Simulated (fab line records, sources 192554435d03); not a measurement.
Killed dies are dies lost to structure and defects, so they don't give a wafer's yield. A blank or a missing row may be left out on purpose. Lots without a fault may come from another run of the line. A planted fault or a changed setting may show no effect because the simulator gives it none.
fab line records | flow n5_finfet
record lots=5 wafers=15 last_day=17
route steps=1938 shown BEOL_M12@1643 BEOL_M13@1659
lots that met no fault: from a run of the same line without faults
start_h: hours from the record's first day to the start of the lot's first wafer shown | wait_h: hours since the lot's step before | " the same as in the row above | L1.1+2: a row that stands for several wafers | - no value, or no start given | * or withheld: withheld | < > ~ a bound
route shown NAME@n: a module of which the file shows steps, and the number in the route of the first | usual: mean/standard deviation of fault-free wafers | same: alike in all rows | chamber/n: place in a boat | sites: the reading at each site | _std_site: their standard deviation | _edge_site: outer sites' mean less inner sites' | radius_mm: how far each site lies from the wafer's centre | mask NAME#n: copy n | behind: the tool/chamber that last shaped the wafer | hold: why the lot was held/for how many hours/how that ended | device: the transistor (n, p or np) that didn't switch | end of line: the same wafers' tests at the end of the route | a step without rows: its recipe alone | killed: dies lost to structure and defects at the first sort, not the wafer's yield | map: a wafer's dies, x killed, . not, _ none there
set.NAME: the setting as run; set.NAME@STEP: as run at that earlier step | model.NAME: the simulator's own value behind a step, which no gauge read
lots at some steps of the route; a table a step, a row a wafer
services: from which hour (start_h, from the record's first day; less than 0 if before it) a tool's chamber was out of use, for how many hours, and why
## steps
# step N5_BEOL_M12_ETCH_38
# recipe chemistry=CF4/N2 target=SiCN target_depth_a=687 taper_deg=2 time_s=73.4 ion_energy_ev=150 mask_material=SiO2 pressure_mtorr=40 source_w=430 bias_w=70 Ar_flow_sccm=100 cf4_flow_sccm=60 n2_flow_sccm=60
# usual drypump_motor_current_A=5.5/0.52 oes_product_au=0.77/0.077 rf_vpp_V=382.1/2.1 showerhead_plenum_p_Torr=2.20/0.083 throttle_valve_pct=15.54/0.22
# columns lot.wafer tool chamber start_h wait_h drypump_motor_current_A oes_product_au rf_hours_counter_h rf_vpp_V showerhead_plenum_p_Torr throttle_valve_pct
L078.4 rie_diel-05 2 259.26 - 5.4 0.82 81 384.9 2.31 15.22
L078.5 " 1 " " 5.1 0.84 - 381.4 2.15 15.34
L078.6 " 2 " " 5.4 0.81 - 384.1 2.31 15.24
L087.1 rie_diel-04 2 308.39 - 6.3 0.81 101 379.7 2.15 15.69
L087.3 " 3 " " 5.0 0.73 174 381.2 2.20 15.67
L087.6 " 2 " " 6.3 0.81 - 380.6 2.14 15.69
L085.1 rie_diel-05 3 308.43 - 6.3 0.90 22 385.5 2.34 15.14
L085.2 " 0 " " 5.9 0.73 169 383.7 2.30 15.85
L085.6 " 1 " " 5.1 0.81 - 381.2 2.15 15.40
L091.1 rie_diel-06 0 328.40 - 4.8 0.71 210 379.5 2.10 15.58
L091.2 " 3 " " 4.8 0.89 55 386.1 2.33 15.38
L091.6 " 0 " " 4.8 0.71 - 380.6 2.11 15.59
L096.1 rie_diel-05 2 366.74 - 5.4 0.77 115 384.3 2.30 15.30
L096.2 " 0 " " 5.9 0.71 187 385.3 2.29 15.87
L096.4 " 3 " " 6.4 0.87 40 384.6 2.33 15.17
# step N5_BEOL_M12_PRECLEAN_39
# recipe chemistry=residue_remover time_s=60 temp_c=40
# usual temp_c=40.01/0.12
# columns lot.wafer tool chamber start_h wait_h temp_c
L078.4 wet_bench-02 4 259.39 0.1 40.06
L078.5 " 3 " " 39.84
L078.6 " 2 " " 39.84
L087.1 wet_bench-02 0 308.69 0.2 40.23
L087.3 " 5 " " 40.15
L087.6 " 1 " " 39.96
L085.1 wet_bench-02 7 308.76 0.3 39.98
L085.2 " 4 " " 40.16
L085.6 " 5 " " 39.88
L091.1 wet_bench-03 0 328.53 0.1 40.05
L091.2 " 1 " " 40.10
L091.6 " 5 " " 40.18
L096.1 wet_bench-03 0 366.87 0.1 40.02
L096.2 " 6 " " 40.13
L096.4 " 4 " " 40.04
# step N5_BEOL_M12_SRD_40
# recipe time_s=30 temp_c=23 rinse_liquid=diw dry=n2_spin spin_rpm=1500 dry_time_s=30
# usual temp_c=23.01/0.097
# columns lot.wafer tool chamber start_h wait_h temp_c
L078.4 wet_bench-02 4 259.43 0.0 23.08
L078.5 " 3 " " 22.95
L078.6 " 2 " " 23.22
L087.1 wet_bench-02 0 308.72 0.0 22.96
L087.3 " 5 " " 22.90
L087.6 " 1 " " 22.98
L085.1 wet_bench-02 7 308.80 0.0 22.91
L085.2 " 4 " " 23.10
L085.6 " 5 " " 22.98
L091.1 wet_bench-03 0 328.55 0.0 23.09
L091.2 " 1 " " 23.02
L091.6 " 5 " " 22.81
L096.1 wet_bench-03 0 366.89 0.0 23.04
L096.2 " 6 " " 23.21
L096.4 " 4 " " 23.08
# step N5_BEOL_M12_DEGAS_41
# recipe ambient=vacuum temp_c=250 time_s=60
# usual heater_power_w=328/25
# columns lot.wafer tool chamber start_h wait_h heater_power_w
L078.4 pvd_sputter-02 - 259.73 0.3 354
L078.5 " - " " 364
L078.6 " - " " 356
L087.1 pvd_sputter-03 - 308.94 0.2 292
L087.3 " - " " 321
L087.6 " - " " 321
L085.1 pvd_sputter-02 - 309.27 0.4 348
L085.2 " - " " 313
L085.6 " - " " 355
L091.1 pvd_sputter-01 - 329.53 1.0 318
L091.2 " - " " 351
L091.6 " - " " 298
L096.1 pvd_sputter-01 - 366.95 0.0 335
L096.2 " - " " 297
L096.4 " - " " 308
# step N5_BEOL_M12_PRE_CLEAN_42
# recipe gas=H2/He time_s=30 temp_c=250
# usual heater_power_w=328/25
# columns lot.wafer tool chamber start_h wait_h heater_power_w
L078.4 pvd_sputter-02 - 259.77 0.0 363
L078.5 " - " " 353
L078.6 " - " " 359
L087.1 pvd_sputter-03 - 308.98 0.0 305
L087.3 " - " " 327
L087.6 " - " " 329
L085.1 pvd_sputter-02 - 309.31 0.0 362
L085.2 " - " " 317
L085.6 " - " " 360
L091.1 pvd_sputter-01 - 329.57 0.0 321
L091.2 " - " " 360
L091.6 " - " " 296
L096.1 pvd_sputter-01 - 366.99 0.0 342
L096.2 " - " " 306
L096.4 " - " " 307
# step N5_BEOL_M12_SPUTTER_43
# recipe material=TaN target_thk_a=150 temp_c=50 bias_v=168.6 power_w=15000 chamber_pressure_pa=0.12 time_s=24.19
# usual bias_v=168.7/1.6 cathode_dc_power_W=15000/2.9 throttle_valve_pct=29.6/0.94
# columns lot.wafer tool chamber start_h wait_h bias_v cathode_dc_power_W throttle_valve_pct
L078.4 pvd_sputter-02 - 259.81 0.0 167.6 15000 30.2
L078.5 " - " " 168.1 14996 31.1
L078.6 " - " " 171.5 15001 29.8
L087.1 pvd_sputter-03 - 309.02 0.0 167.0 15001 28.8
L087.3 " - " " 169.0 14995 28.8
L087.6 " - " " 171.2 15002 29.0
L085.1 pvd_sputter-02 - 309.35 0.0 165.2 14999 29.7
L085.2 " - " " 169.3 15004 29.1
L085.6 " - " " 166.7 14999 29.5
L091.1 pvd_sputter-01 - 329.61 0.0 170.4 15001 29.3
L091.2 " - " " 170.3 15002 29.9
L091.6 " - " " 166.6 14993 29.7
L096.1 pvd_sputter-01 - 367.03 0.0 169.8 15002 27.9
L096.2 " - " " 167.6 15002 29.7
L096.4 " - " " 166.5 15002 29.4
# step N5_BEOL_M12_SPUTTER_44
# recipe material=Ta target_thk_a=100 temp_c=50 bias_v=80 power_w=15000 chamber_pressure_pa=0.07 time_s=16.13
# usual bias_v=80.0/0.73 cathode_dc_power_W=15000/2.8 throttle_valve_pct=29.6/0.93
# columns lot.wafer tool chamber start_h wait_h bias_v cathode_dc_power_W throttle_valve_pct
L078.4 pvd_sputter-02 - 259.89 0.0 80.4 14998 30.5
L078.5 " - " " 79.6 15001 31.0
L078.6 " - " " 80.1 15000 29.9
L087.1 pvd_sputter-03 - 309.10 0.0 78.3 15006 28.8
L087.3 " - " " 81.8 15000 28.9
L087.6 " - " " 80.6 15006 29.1
L085.1 pvd_sputter-02 - 309.43 0.0 79.6 15002 29.7
L085.2 " - " " 78.8 15001 29.3
L085.6 " - " " 79.1 15002 29.8
L091.1 pvd_sputter-01 - 329.69 0.0 80.9 15002 29.2
L091.2 " - " " 80.0 15001 30.3
L091.6 " - " " 80.0 14999 29.9
L096.1 pvd_sputter-01 - 367.11 0.0 79.9 15001 28.0
L096.2 " - " " 80.6 14998 29.6
L096.4 " - " " 79.9 15002 29.3
# step N5_BEOL_M12_SPUTTER_45
# recipe material=Cu target_thk_a=800 temp_c=-20 bias_v=60 power_w=26000 chamber_pressure_pa=0.13 time_s=13.33
# usual bias_v=60.1/0.64 cathode_dc_power_W=26000/4.7 throttle_valve_pct=29.6/0.97
# columns lot.wafer tool chamber start_h wait_h bias_v cathode_dc_power_W throttle_valve_pct
L078.4 pvd_sputter-02 - 259.97 0.0 60.5 26005 30.5
L078.5 " - " " 60.0 25996 31.4
L078.6 " - " " 61.1 25998 29.4
L087.1 pvd_sputter-03 - 309.18 0.0 59.1 25987 28.8
L087.3 " - " " 60.7 25999 29.2
L087.6 " - " " 60.7 26011 28.9
L085.1 pvd_sputter-02 - 309.51 0.0 60.8 26004 29.9
L085.2 " - " " 60.5 26004 29.0
L085.6 " - " " 60.5 26000 29.7
L091.1 pvd_sputter-01 - 329.77 0.0 61.0 25991 29.6
L091.2 " - " " 59.8 25996 29.9
L091.6 " - " " 59.1 26007 29.8
L096.1 pvd_sputter-01 - 367.19 0.0 60.6 26001 28.1
L096.2 " - " " 60.6 25996 29.8
L096.4 " - " " 59.9 26000 29.5
# step N5_BEOL_M12_ECD_47
# recipe material=Cu target_thk_a=7200
# columns lot.wafer tool chamber start_h wait_h
L078.4+5+6 ecd_cu-01 0,1,0 260.17 0.2
L087.1+3+6 ecd_cu-01 1,1,0 309.30 0.1
L085.1+2+6 ecd_cu-01 1,0,1 309.63 0.1
L091.1+2+6 ecd_cu-01 0,1,0 329.88 0.1
L096.1+2+4 ecd_cu-01 0,1,0 367.30 0.1
# step N5_BEOL_M12_ANNEAL_48
# recipe temp_c=225 time_s=90 ambient=N2
# usual anneal_temp_c=225.03/0.16 wafer_temp_C_max=226.08/0.25
# columns lot.wafer tool chamber start_h wait_h anneal_temp_c wafer_temp_C_max
L078.4 rtp_anneal-02 0 260.68 0.5 225.33 226.84
L078.5 " 0 " " 225.05 226.01
L078.6 " 0 " " 225.11 225.54
L087.1 rtp_anneal-01 0 309.98 0.6 225.08 226.01
L087.3 " 0 " " 224.97 225.72
L087.6 " 0 " " 225.14 226.18
L085.1 rtp_anneal-01 0 310.25 0.6 225.12 225.95
L085.2 " 0 " " 225.12 225.76
L085.6 " 0 " " 224.90 225.89
L091.1 rtp_anneal-01 0 330.03 0.1 225.05 226.07
L091.2 " 0 " " 225.09 226.30
L091.6 " 0 " " 225.11 225.87
L096.1 rtp_anneal-02 0 368.09 0.7 224.87 225.96
L096.2 " 0 " " 224.82 226.05
L096.4 " 0 " " 225.09 225.96
# step N5_BEOL_M12_CMP_49
# recipe stop_on=SiOC t_overpolish_s=20.6 down_force_psi=1 platen_rpm=50 clearing_platen_down_force_psi=1.5 clearing_platen_rpm=50 post_cmp_clean=cu_alkaline target_thk_nm=320 clearing_platen_pad_velocity_m_s=0.99484 pad_velocity_m_s=0.99484
# usual barrier_field_endpoint_s=30.8/0.64 clearing_platen_rpm=50.003/0.026 motor_current_A=6.5/0.72 overpolish_run_s=20.601/0.0087 platen_rpm=50.01/0.03
# columns lot.wafer tool chamber start_h wait_h barrier_field_endpoint_s clearing_platen_rpm motor_current_A overpolish_run_s platen_rpm
L078.4 cmp-02 3 260.95 0.2 31.0 50.007 6.7 20.587 49.98
L078.5 " 0 " " 29.8 50.014 7.1 20.585 50.02
L078.6 " 1 " " 30.2 49.954 6.1 20.604 50.01
L087.3 cmp-03 2 310.28 0.2 31.0 50.036 5.1 20.586 50.03
L087.1 " 3 " " 31.4 50.030 7.8 20.622 50.05
L087.6 " 2 " " 30.1 49.981 5.3 20.589 50.08
L085.1 cmp-03 0 310.56 0.3 30.7 50.010 7.3 20.601 49.99
L085.2 " 3 " " 30.9 49.998 7.5 20.599 49.98
L085.6 " 1 " " 30.0 50.040 6.2 20.600 49.97
L091.2 cmp-03 2 330.32 0.2 30.4 49.997 5.1 20.603 50.02
L091.1 " 1 " " 31.2 50.016 6.0 20.598 50.01
L091.6 " 2 " " 30.9 49.992 5.4 20.603 50.00
L096.2 cmp-02 2 368.39 0.2 30.2 50.018 6.1 20.590 49.95
L096.4 " 3 " " 32.0 49.956 6.5 20.595 49.98
L096.1 " 1 " " 30.7 50.026 6.7 20.601 49.97
# step N5_BEOL_M12_THK_MEAS_50
# recipe thk_meas_gauge=xrf reads=Cu_of_BEOL_M12_ECD_47
# usual M12_THK=316/4.9
# columns lot.wafer tool chamber start_h wait_h M12_THK[nm]
L078.4 film_metro-02 - 261.14 - 313
L078.5 " - " " 317
L078.6 " - " " 303
L087.1 film_metro-02 - 310.57 - 320
L087.3 " - " " 315
L087.6 " - " " 316
L085.1 film_metro-02 - 310.86 - 309
L085.2 " - " " 318
L085.6 " - " " 309
L091.1 film_metro-02 - 330.62 - 309
L091.2 " - " " 311
L091.6 " - " " 310
L096.1 film_metro-01 - 368.68 - 320
L096.2 " - " " 307
L096.4 " - " " 315
# step N5_BEOL_M12_PRE_CLEAN_52
# recipe gas=NH3 time_s=15 temp_c=withheld rf_power_w=300
# columns lot.wafer tool chamber start_h wait_h
L078.4+5+6 pecvd-04 0,1,2 261.18 0.0
L087.1+3+6 pecvd-02 1,0,1 310.61 0.0
L085.1+2+6 pecvd-02 0,1,0 310.89 0.0
L091.1+2+6 pecvd-03 0,2,1 330.66 0.0
L096.1+2+4 pecvd-04 2,0,1 368.72 0.0
# step N5_BEOL_M12_DEP_53
# recipe material=SiCN target_thk_a=300 temp_c=withheld precursor=3MS/NH3 pressure_torr=3 rf_w=675 time_s=10.5
# usual showerhead_plenum_p_Torr=4.155/0.02 throttle_valve_pct=17.8/0.53
# columns lot.wafer tool chamber start_h wait_h showerhead_plenum_p_Torr throttle_valve_pct
L078.4 pecvd-04 0 261.21 0.0 4.126 18.4
L078.5 " 1 " " 4.189 17.7
L078.6 " 2 " " 4.169 17.3
L087.1 pecvd-02 1 310.63 0.0 4.160 18.6
L087.3 " 0 " " 4.160 17.1
L087.6 " 1 " " 4.153 18.5
L085.1 pecvd-02 0 310.92 0.0 4.163 17.5
L085.2 " 1 " " 4.155 18.8
L085.6 " 0 " " 4.168 17.4
L091.1 pecvd-03 0 330.68 0.0 4.143 18.0
L091.2 " 2 " " 4.128 16.9
L091.6 " 1 " " 4.158 18.3
L096.1 pecvd-04 2 368.74 0.0 4.152 17.7
L096.2 " 0 " " 4.121 18.2
L096.4 " 1 " " 4.192 17.7
# step N5_BEOL_M12_RS_MEAS_54
# recipe thk_meas_gauge=four-point-probe reads=Cu_of_BEOL_M12_ECD_47+Ta_of_BEOL_M12_SPUTTER_44+TaN_of_BEOL_M12_SPUTTER_43
# usual M12_RS=0.0603/0.00088
# columns lot.wafer tool chamber start_h wait_h M12_RS[ohm/sq]
L078.4 film_metro-02 - 261.26 0.0 0.0604
L078.5 " - " " 0.0597
L078.6 " - " " 0.0623
L087.1 film_metro-02 - 310.70 0.0 0.0592
L087.3 " - " " 0.0599
L087.6 " - " " 0.0598
L085.1 film_metro-02 - 310.98 0.0 0.0617
L085.2 " - " " 0.0597
L085.6 " - " " 0.0617
L091.1 film_metro-01 - 330.75 0.0 0.0616
L091.2 " - " " 0.0615
L091.6 " - " " 0.0614
L096.1 film_metro-01 - 368.80 0.0 0.0600
L096.2 " - " " 0.0625
L096.4 " - " " 0.0609
# step N5_BEOL_M12_INSPECT_55
# recipe inspect_instrument=darkfield mode=post_dep
# usual raw_defect_count=76/25
# columns lot.wafer tool chamber start_h wait_h raw_defect_count
L078.4 defect_inspect-01 - 261.29 0.0 65
L078.5 " - " " 55
L078.6 " - " " 61
L087.1 defect_inspect-02 - 310.72 0.0 55
L087.3 " - " " 55
L087.6 " - " " 32
L085.1 defect_inspect-02 - 311.01 0.0 90
L085.2 " - " " 74
L085.6 " - " " 74
L091.1 defect_inspect-01 - 330.77 0.0 58
L091.2 " - " " 63
L091.6 " - " " 61
L096.1 defect_inspect-02 - 368.83 0.0 109
L096.2 " - " " 63
L096.4 " - " " 152
# step N5_BEOL_M13_ILD_DEP_00
# recipe material=SiOC target_thk_a=8379.2 temp_c=350 precursor=DEMS/O2 pressure_torr=5 rf_w=500 time_s=166.4
# usual heater_power_w=462/74 showerhead_plenum_p_Torr=5.689/0.014 throttle_valve_pct=11.8/0.4
# columns lot.wafer tool chamber start_h wait_h heater_power_w showerhead_plenum_p_Torr throttle_valve_pct
L078.4 pecvd-01 2 261.38 0.1 443 5.698 11.9
L078.5 " 0 " " 367 5.675 11.7
L078.6 " 1 " " 580 5.674 12.4
L087.1 pecvd-04 1 310.76 0.0 480 5.700 12.0
L087.3 " 2 " " 596 5.696 11.7
L087.6 " 1 " " 381 5.718 11.7
L085.1 pecvd-04 0 311.04 0.0 433 5.664 11.9
L085.2 " 2 " " 584 5.699 11.6
L085.6 " 0 " " 356 5.680 12.2
L091.1 pecvd-01 2 330.81 0.0 440 5.703 11.6
L091.2 " 1 " " 533 5.684 12.5
L091.6 " 0 " " 423 5.679 11.7
L096.1 pecvd-04 1 368.87 0.0 410 5.710 11.8
L096.2 " 0 " " 436 5.672 12.1
L096.4 " 1 " " 445 5.722 11.8
# step N5_BEOL_M13_THK_MEAS_01
# recipe reads=SiOC_of_BEOL_M13_ILD_DEP_00
# usual M13_ILD_THK=836/10
# columns lot.wafer tool chamber start_h wait_h M13_ILD_THK[nm]
L078.4 film_metro-01 - 261.48 0.0 844
L078.5 " - " " 861
L078.6 " - " " 848
L087.1 film_metro-01 - 310.91 0.1 828
L087.3 " - " " 827
L087.6 " - " " 844
L085.1 film_metro-02 - 311.25 0.2 824
L085.2 " - " " 837
L085.6 " - " " 836
L091.1 film_metro-02 - 330.96 0.1 822
L091.2 " - " " 817
L091.6 " - " " 821
L096.1 film_metro-02 - 369.02 0.1 828
L096.2 " - " " 825
L096.4 " - " " 845
# step N5_BEOL_M13_COAT_58
# recipe resist=BARC temp_c=205 time_s=60 spin_rpm=1500 resist_thk_nm=89
# usual heater_power_total_W=391.3/1.3
# columns lot.wafer tool chamber start_h wait_h heater_power_total_W
L078.4 litho_track-01 0 261.52 0.0 394.0
L078.5 " 0 " " 389.8
L078.6 " 0 " " 389.9
L087.1 litho_track-04 0 310.94 0.0 390.8
L087.3 " 0 " " 394.0
L087.6 " 0 " " 389.4
L085.1 litho_track-04 0 311.29 0.0 390.5
L085.2 " 0 " " 389.5
L085.6 " 0 " " 392.8
L091.1 litho_track-01 0 330.99 0.0 391.1
L091.2 " 0 " " 390.3
L091.6 " 0 " " 392.8
L096.1 litho_track-01 0 369.05 0.0 392.6
L096.2 " 0 " " 389.7
L096.4 " 0 " " 390.2
# step N5_BEOL_M13_COAT_04
# recipe spin_rpm=1625 resist_thk_nm=400
# columns lot.wafer tool chamber start_h wait_h
L078.4+5+6 litho_track-01 0 - -
L087.1+3+6 litho_track-04 0 - -
L085.1+2+6 litho_track-04 0 - -
L091.1+2+6 litho_track-01 0 - -
L096.1+2+4 litho_track-01 0 - -
# step N5_BEOL_M13_EBR_06
# recipe solvent=PGMEA ebr_width_mm=1.5
# columns lot.wafer tool chamber start_h wait_h
L078.4+5+6 litho_track-01 0 - -
L087.1+3+6 litho_track-04 0 - -
L085.1+2+6 litho_track-04 0 - -
L091.1+2+6 litho_track-01 0 - -
L096.1+2+4 litho_track-01 0 - -
# step N5_BEOL_M13_SOFTBAKE_05
# recipe temp_c=130 time_s=60
# usual heater_power_total_W=218.7/1.6
# columns lot.wafer tool chamber start_h wait_h heater_power_total_W
L078.4 litho_track-01 0 - - 219.1
L078.5 " 0 " " 219.3
L078.6 " 0 " " 217.7
L087.1 litho_track-04 0 - - 217.4
L087.3 " 0 " " 219.1
L087.6 " 0 " " 220.2
L085.1 litho_track-04 0 - - 220.9
L085.2 " 0 " " 217.3
L085.6 " 0 " " 219.4
L091.1 litho_track-01 0 - - 216.6
L091.2 " 0 " " 217.3
L091.6 " 0 " " 220.4
L096.1 litho_track-01 0 - - 216.6
L096.2 " 0 " " 220.0
L096.4 " 0 " " 216.5
# step N5_BEOL_M13_EXPOSE_07
# recipe mask_id=V12 na=0.93 source_shape=conventional sigma_outer=0.6 polarization=unpolarized attpsm_phase_deg=180 dose_mj=24.8
# usual exposure_dose_mJ_cm2=24.782/0.029
# columns lot.wafer tool chamber start_h wait_h mask exposure_dose_mJ_cm2
L078.4 krf_scanner-01 0 261.76 - V12#0 24.734
L078.5 " 0 " " V12#0 24.782
L078.6 " 0 " " V12#0 24.787
L087.1 krf_scanner-02 0 311.04 - V12#0 24.821
L087.3 " 0 " " V12#0 24.812
L087.6 " 0 " " V12#0 24.803
L085.1 krf_scanner-02 0 311.39 - V12#0 24.829
L085.2 " 0 " " V12#0 24.815
L085.6 " 0 " " V12#0 24.787
L091.1 krf_scanner-01 0 331.09 - V12#0 24.768
L091.2 " 0 " " V12#0 24.754
L091.6 " 0 " " V12#0 24.739
L096.1 krf_scanner-01 0 369.27 - V12#0 24.757
L096.2 " 0 " " V12#0 24.826
L096.4 " 0 " " V12#0 24.764
# step N5_BEOL_M13_PEB_08
# recipe peb_temp_c=130 peb_time_s=90
# usual heater_power_total_W=172.5/0.77
# columns lot.wafer tool chamber start_h wait_h heater_power_total_W
L078.4 litho_track-05 0 261.80 0.0 172.4
L078.5 " 0 " " 173.2
L078.6 " 0 " " 172.9
L087.1 litho_track-05 0 311.10 0.1 171.3
L087.3 " 0 " " 172.6
L087.6 " 0 " " 172.3
L085.1 litho_track-01 0 311.44 0.1 173.3
L085.2 " 0 " " 171.0
L085.6 " 0 " " 173.3
L091.1 litho_track-05 0 331.15 0.1 171.3
L091.2 " 0 " " 172.3
L091.6 " 0 " " 171.1
L096.1 litho_track-05 0 369.33 0.1 173.3
L096.2 " 0 " " 173.1
L096.4 " 0 " " 172.8
# step N5_BEOL_M13_DEVELOP_09
# recipe develop_time_s=45 rinse_liquid=diw dry=air_spin dev_temp_c=21
# columns lot.wafer tool chamber start_h wait_h
L078.4+5+6 litho_track-05 0 - -
L087.1+3+6 litho_track-05 0 - -
L085.1+2+6 litho_track-01 0 - -
L091.1+2+6 litho_track-05 0 - -
L096.1+2+4 litho_track-05 0 - -
# step N5_BEOL_M13_HARDBAKE_14
# recipe temp_c=130 time_s=120
# usual heater_power_total_W=148.2/0.91
# columns lot.wafer tool chamber start_h wait_h heater_power_total_W
L078.4 litho_track-05 0 - - 149.1
L078.5 " 0 " " 148.6
L078.6 " 0 " " 148.8
L087.1 litho_track-05 0 - - 148.4
L087.3 " 0 " " 146.7
L087.6 " 0 " " 147.7
L085.1 litho_track-01 0 - - 148.1
L085.2 " 0 " " 148.6
L085.6 " 0 " " 147.2
L091.1 litho_track-05 0 - - 148.3
L091.2 " 0 " " 149.3
L091.6 " 0 " " 146.5
L096.1 litho_track-05 0 - - 149.3
L096.2 " 0 " " 146.7
L096.4 " 0 " " 147.1
# step N5_BEOL_M13_CD_MEAS_10
# recipe target_cd_nm=190 landing_energy_ev=500 detector=se_inlens polarity=opening
# usual cd_nm=189.2/1.3
# columns lot.wafer tool chamber start_h wait_h cd_nm
L078.4 cd_sem-01 0 261.92 - 189.3
L078.5 " 0 " " 189.9
L078.6 " 0 " " 189.4
L087.1 cd_sem-01 0 311.21 - 190.7
L087.3 " 0 " " 190.6
L087.6 " 0 " " 189.9
L085.1 cd_sem-03 0 311.56 - 188.7
L085.2 " 0 " " 189.1
L085.6 " 0 " " 190.6
L091.1 cd_sem-01 0 331.26 - 189.3
L091.2 " 0 " " 188.8
L091.6 " 0 " " 190.4
L096.1 cd_sem-02 0 369.45 - 190.7
L096.2 " 0 " " 190.2
L096.4 " 0 " " 190.5
# step N5_BEOL_M13_OVL_MEAS_11
# recipe points_per_wafer=44
# usual V12_OVL=2/5.4
# columns lot.wafer tool chamber start_h wait_h V12_OVL[nm]
L078.4 overlay-01 0 261.95 0.0 1
L078.5 " 0 " " -4
L078.6 " 0 " " -3
L087.1 overlay-02 0 311.25 0.0 -6
L087.3 " 0 " " -4
L087.6 " 0 " " -1
L085.1 overlay-02 0 311.59 0.0 4
L085.2 " 0 " " 11
L085.6 " 0 " " 4
L091.1 overlay-01 0 331.29 0.0 12
L091.2 " 0 " " 6
L091.6 " 0 " " 9
L096.1 overlay-02 0 369.48 0.0 -2
L096.2 " 0 " " 1
L096.4 " 0 " " 0
# step N5_BEOL_M13_INSPECT_12
# recipe mode=adi inspect_instrument=macro
# usual raw_defect_count=2.0/1.5
# columns lot.wafer tool chamber start_h wait_h raw_defect_count
L078.4 defect_inspect-02 - 261.97 0.0 0
L078.5 " - " " 3
L078.6 " - " " 1
L087.1 defect_inspect-02 - 311.27 0.0 2
L087.3 " - " " 3
L087.6 " - " " 2
L085.1 defect_inspect-01 - 311.61 0.0 2
L085.2 " - " " 2
L085.6 " - " " 2
L091.1 defect_inspect-02 - 331.32 0.0 2
L091.2 " - " " 0
L091.6 " - " " 3
L096.1 defect_inspect-02 - 369.50 0.0 2
L096.2 " - " " 1
L096.4 " - " " 1
# step N5_BEOL_M13_DESCUM_15
# recipe chemistry=O2 time_s=7.9 source_power_w=50 bias_power_w=20 pressure_mtorr=20 rf_frequency_hz=2.712e+07 temp_c=40 o2_flow_sccm=225
# usual drypump_motor_current_A=5.9/0.48 oes_product_au=0.78/0.08 rf_vpp_V=243.7/1.2 showerhead_plenum_p_Torr=2.13/0.064 temp_c=40.00/0.12 throttle_valve_pct=20.39/0.18
# columns lot.wafer tool chamber start_h wait_h drypump_motor_current_A oes_product_au rf_hours_counter_h rf_vpp_V showerhead_plenum_p_Torr temp_c throttle_valve_pct
L078.4 rie_diel-02 3 262.02 0.0 5.6 0.91 - 245.6 2.23 40.00 20.15
L078.5 " 3 " " 5.6 0.90 - 245.1 2.23 40.02 20.17
L078.6 " 1 " " 5.7 0.74 - 243.8 2.10 39.82 20.32
L087.1 rie_diel-01 0 311.30 0.0 5.8 0.86 61 243.7 2.10 39.93 20.30
L087.3 " 1 " " 5.9 0.82 87 245.2 2.23 39.99 20.44
L087.6 " 1 " " 5.9 0.82 - 244.6 2.23 40.08 20.45
L085.1 rie_diel-02 3 311.65 0.0 5.6 0.87 49 244.6 2.22 40.01 20.20
L085.2 " 1 " " 5.7 0.72 203 242.3 2.09 39.90 20.35
L085.6 " 0 " " 5.1 0.96 - 243.9 2.15 39.99 20.17
L091.1 rie_diel-01 1 331.35 0.0 5.9 0.81 93 244.8 2.22 40.16 20.45
L091.2 " 3 " " 6.3 0.70 237 242.9 2.08 40.05 20.56
L091.6 " 3 " " 6.3 0.69 - 242.9 2.08 40.01 20.56
L096.1 rie_diel-01 3 369.54 0.0 6.3 0.69 247 243.2 2.07 40.17 20.55
L096.2 " 0 " " 5.8 0.82 80 241.3 2.09 39.94 20.32
L096.4 " 2 " " 5.7 0.69 239 244.2 2.15 39.87 20.19
# step N5_BEOL_M13_ETCH_59
# recipe chemistry=N2/H2 target=BARC target_depth_a=890 overetch_a=267 time_s=67.9 ion_energy_ev=200 pressure_mtorr=30 source_w=840 bias_w=150 n2_flow_sccm=200 h2_flow_sccm=200
# usual drypump_motor_current_A=5.9/0.48 oes_product_au=0.66/0.067 rf_vpp_V=525.0/2.1 showerhead_plenum_p_Torr=2.58/0.069 throttle_valve_pct=17.84/0.22
# columns lot.wafer tool chamber start_h wait_h drypump_motor_current_A oes_product_au rf_hours_counter_h rf_vpp_V showerhead_plenum_p_Torr throttle_valve_pct
L078.4 rie_diel-02 3 262.08 0.0 5.7 0.78 - 527.0 2.71 17.54
L078.5 " 3 " " 5.6 0.77 - 527.9 2.71 17.57
L078.6 " 1 " " 5.7 0.63 - 524.7 2.53 17.67
L087.1 rie_diel-01 0 311.34 0.0 5.8 0.71 61 525.0 2.57 17.84
L087.3 " 1 " " 5.9 0.70 87 527.2 2.66 17.68
L087.6 " 1 " " 5.9 0.70 - 528.0 2.66 17.66
L085.1 rie_diel-02 3 311.68 0.0 5.6 0.75 49 527.5 2.70 17.58
L085.2 " 1 " " 5.7 0.62 203 523.1 2.52 17.70
L085.6 " 0 " " 5.1 0.82 - 526.6 2.59 17.48
L091.1 rie_diel-01 1 331.39 0.0 5.9 0.69 93 527.4 2.66 17.69
L091.2 " 3 " " 6.3 0.59 237 522.2 2.50 17.95
L091.6 " 3 " " 6.3 0.59 - 523.4 2.50 17.93
L096.1 rie_diel-01 3 369.57 0.0 6.3 0.60 247 523.6 2.50 17.97
L096.2 " 0 " " 5.8 0.70 80 525.0 2.56 17.88
L096.4 " 2 " " 5.7 0.60 239 525.9 2.62 17.72
## services
# columns tool chamber start_h hours kind
wet_bench-03 - 239.86 1.9 pm
krf_scanner-01 - 243.69 0.8 pm
rie_diel-02 2 244.08 21.0 repair
cmp-03 - 253.93 3.2 repair
rie_diel-02 0 254.95 14.4 repair
krf_scanner-01 - 256.05 4.4 pm
ecd_cu-01 - 277.97 0.3 repair
rie_diel-02 3 282.57 1.5 repair
rie_diel-01 - 290.73 2.8 pm
rie_diel-01 2 293.58 40.7 repair
cmp-03 - 296.25 6.3 repair
krf_scanner-01 - 305.20 3.0 repair
pvd_sputter-02 - 316.01 7.5 repair
pecvd-02 - 316.90 14.6 pm
wet_bench-02 - 322.39 1.4 repair
rie_diel-02 2 324.02 3.9 repair
pecvd-04 - 324.94 0.9 repair
rie_diel-01 1 326.23 2.7 repair
pvd_sputter-03 - 341.29 2.4 repair
pvd_sputter-03 - 345.62 20.9 repair
krf_scanner-01 - 347.46 1.0 pm
ecd_cu-01 - 351.98 0.4 repair
pvd_sputter-02 - 358.07 3.6 repair
wet_bench-02 - 368.99 2.0 repair
## key
fault none
